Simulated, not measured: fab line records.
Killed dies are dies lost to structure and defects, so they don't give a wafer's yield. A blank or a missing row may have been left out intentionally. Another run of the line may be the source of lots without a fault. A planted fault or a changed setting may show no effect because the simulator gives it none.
Chamber matching | flow n5 finfet | 3 sister chambers for N5_FIN_SAQP_HM_DEP_72 on pecvd-02
The step deposits SiO2 from SiH4/N2O, target thk 12 nm, time 7.2 s. 18 wafers are shown with their chamber, then 9 later ones without.

## EACH WAFER AND ITS CHAMBER
wafer  | chamber | showerhead plenum p Torr (Torr) | heater power w (W) | rf fwd power W (W)
L074.2 | 0       | 8.35                            | 950                | 271.1
L074.4 | 2       | 8.00                            | 836                | 270.6
L074.6 | 1       | 8.07                            | 744                | 272.8
L076.3 | 1       | 8.07                            | 755                | 274.1
L076.4 | 1       | 8.06                            | 768                | 273.1
L076.5 | 2       | 7.99                            | 755                | 272.7
L079.1 | 2       | 7.98                            | 769                | 270.2
L079.2 | 0       | 8.35                            | 923                | 272.3
L079.3 | 1       | 8.07                            | 663                | 272.4
L081.2 | 1       | 8.09                            | 747                | 272.4
L081.3 | 0       | 8.34                            | 905                | 272.9
L081.4 | 2       | 8.02                            | 857                | 271.2
L083.1 | 1       | 8.08                            | 763                | 273.5
L083.3 | 2       | 8.02                            | 877                | 271.8
L083.5 | 1       | 8.08                            | 763                | 272.9
L086.2 | 2       | 8.02                            | 893                | 270.5
L086.3 | 1       | 8.06                            | 720                | 274.2
L086.5 | 0       | 8.35                            | 905                | 273.1

SIGNATURES, as means of the wafers listed above
reading                  | chamber 0 | chamber 1 | chamber 2 | scatter within a chamber
showerhead plenum p Torr | 8.3475    | 8.0725    | 8.0050    | 0.0126
heater power w           | 920.75    | 740.38    | 831.17    | 41.7
rf fwd power W           | 272.350   | 273.175   | 271.167   | 0.829
Rule: for each reading, subtract the chamber's mean from the wafer's reading, divide by that reading's scatter and square the result; add these up over the readings and take the root, which gives the wafer's distance from the chamber. If the next closest chamber is less than 2 further off than the closest, the wafer can't be placed; otherwise it belongs to the closest. The scatter: take each reading less its chamber's mean, square it, sum over the shown wafers, divide by the number of wafers less the number of chambers, and take the root.

## WAFERS WHOSE CHAMBER IS MISSING
wafer  | showerhead plenum p Torr (Torr) | heater power w (W) | rf fwd power W (W)
L087.1 | 8.35                            | 940                | 271.9
L087.2 | 8.02                            | 807                | 270.5
L087.5 | 8.35                            | 947                | 274.5
L089.2 | 8.00                            | 747                | 272.6
L089.3 | 8.07                            | 740                | 271.8
L089.5 | 8.02                            | 721                | 272.2
L092.3 | 8.34                            | 925                | 272.8
L092.4 | 8.35                            | 926                | 271.5
L092.5 | 8.02                            | 854                | 271.7

## WHICH CHAMBER EACH WENT THROUGH
wafer  | from the rows above     | in truth
L087.1 | 0                       | 0
L087.2 | 2                       | 2
L087.5 | 0                       | 0
L089.2 | 2                       | 2
L089.3 | 1                       | 1
L089.5 | can't be placed: 2 or 1 | 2
L092.3 | 0                       | 0
L092.4 | 0                       | 0
L092.5 | 2                       | 2
Placed correctly: 8 of 9. Unplaceable from these rows: 1, with the true chamber sitting among the candidates in 1. Wrongly placed: 0.
